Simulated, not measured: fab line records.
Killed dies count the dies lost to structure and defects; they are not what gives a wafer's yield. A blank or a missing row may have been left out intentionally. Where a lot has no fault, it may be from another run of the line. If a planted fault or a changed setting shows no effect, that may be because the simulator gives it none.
One fault seen from 2 desks || flow nandHarc || each desk holds nothing but its own numbers, with what lay behind them at the end

METROLOGY DESK
What the gauges read, lot by lot, whatever tool the lot ran on: means of the sampled wafers that have a number. Marked OUT: a lot whose mean sits more than 4 standard deviations from the usual mean, which makes it out of limits; the brackets give that distance.
Columns: A = thkNm at NHARC_A_BONDPAD_THK_MEAS_20, usual 170.0 nm
{"lot": "L551", "first seen here": "day 23 09:24", "A": 170.3}
{"lot": "L552", "first seen here": "day 23 11:55", "A": 170.1}
{"lot": "L553", "first seen here": "day 23 16:05", "A": 169.9}
{"lot": "L554", "first seen here": "day 24 05:19", "A": 168.0}
{"lot": "L556", "first seen here": "day 25 18:16", "A": 168.4}
{"lot": "L558", "first seen here": "day 26 03:03", "A": 170.7}
{"lot": "L559", "first seen here": "day 26 09:11", "A": 170.3}
{"lot": "L560", "first seen here": "day 27 04:45", "A": 169.8}
{"lot": "L563", "first seen here": "day 28 12:31", "A": 168.4}
{"lot": "L565", "first seen here": "day 29 05:49", "A": 168.5}
{"lot": "L570", "first seen here": "day 31 07:50", "A": 171.3}
{"lot": "L571", "first seen here": "day 31 11:42", "A": 169.6}
{"lot": "L573", "first seen here": "day 32 05:59", "A": 169.8}
{"lot": "L574", "first seen here": "day 33 03:24", "A": 170.1}
This desk's verdict: no lot among the 14 shows anything out of limits.

AT THE TOOL OWNER'S DESK: pecvdOnon-01
The tool's own readings at NHARC_A_ONON_D2_DEP_12 (target thk 1000 nm): means of the sampled wafers that have a number, for each lot that ran on this tool. Marked OUT: a lot whose mean sits more than 4 standard deviations from the usual mean, which makes it out of limits; the brackets give that distance.
Columns: A = n2FlowSccm at NHARC_A_ONON_D2_DEP_12, usual 2750 sccm
{"lot": "L552", "first seen here": "day 12 22:11", "A": 2753}
{"lot": "L559", "first seen here": "day 15 13:15", "A": 2749}
{"lot": "L563", "first seen here": "day 17 20:20", "A": 2738}
{"lot": "L565", "first seen here": "day 18 11:19", "A": 2760}
{"lot": "L571", "first seen here": "day 21 05:53", "A": 2747}
{"lot": "L573", "first seen here": "day 21 13:13", "A": 2754}
{"lot": "L574", "first seen here": "day 21 22:04", "A": 2752}
This desk's verdict: no lot among the 7 shows anything out of limits.

PUT TOGETHER
Metrology desk: nothing out of limits seen.
The tool owner's desk saw nothing out of limits.

WHAT THE SIMULATOR PUT IN
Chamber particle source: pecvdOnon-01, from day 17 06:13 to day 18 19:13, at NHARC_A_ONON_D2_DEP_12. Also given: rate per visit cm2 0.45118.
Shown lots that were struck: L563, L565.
